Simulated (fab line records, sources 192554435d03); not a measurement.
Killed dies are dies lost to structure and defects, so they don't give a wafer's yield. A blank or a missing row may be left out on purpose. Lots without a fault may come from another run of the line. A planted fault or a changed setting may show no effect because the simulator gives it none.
Chamber matching | flow n5_finfet | N5_BEOL_M5_ETCH_67 on rie_diel-02: 4 sister chambers
The step etches SiARC in CF4, target depth 15.6 nm, time 26 s. 8 wafers are shown with their chamber, then 9 later ones without.

WAFERS WITH THEIR CHAMBER
wafer  | chamber | showerhead_plenum_p_Torr (Torr) | throttle_valve_pct (%)
L080.2 | 1       | 2.07                            | 15.90
L080.4 | 3       | 2.12                            | 15.52
L086.2 | 3       | 2.12                            | 15.55
L086.4 | 2       | 2.21                            | 15.79
L086.6 | 1       | 2.06                            | 15.92
L087.1 | 0       | 2.11                            | 15.85
L087.3 | 2       | 2.21                            | 15.80
L087.5 | 0       | 2.11                            | 15.87

WAFERS WITHOUT THEIR CHAMBER
wafer  | showerhead_plenum_p_Torr (Torr) | throttle_valve_pct (%)
L091.3 | 2.10                            | 15.86
L091.4 | 2.10                            | 15.87
L091.6 | 2.06                            | 15.93
L093.4 | 2.06                            | 15.95
L093.5 | 2.10                            | 15.86
L093.6 | 2.21                            | 15.79
L097.1 | 2.10                            | 15.88
L097.3 | 2.06                            | 15.98
L097.5 | 2.20                            | 15.83

WHICH CHAMBER EACH WENT THROUGH
wafer  | from the rows above | in truth
L091.3 | 0                   | 0
L091.4 | 0                   | 0
L091.6 | 1                   | 1
L093.4 | 1                   | 1
L093.5 | 0                   | 0
L093.6 | 2                   | 2
L097.1 | 0                   | 0
L097.3 | 1                   | 1
L097.5 | 2                   | 2
Placed correctly: 9 of 9. Can't be placed from these rows: 0. Placed wrongly: 0.
How it was worked out, from the rows above alone: a wafer's distance from a chamber is the root of the sum, over the readings, of the square of ((its reading less the chamber's mean) divided by the reading's scatter). The wafer belongs to the nearest chamber; if the next one is less than 2 further off, it can't be placed. A chamber's mean is the mean of its shown wafers. The scatter: the root of (the sum of the squares of (reading less its chamber's mean) over the shown wafers, divided by (wafers less chambers)).
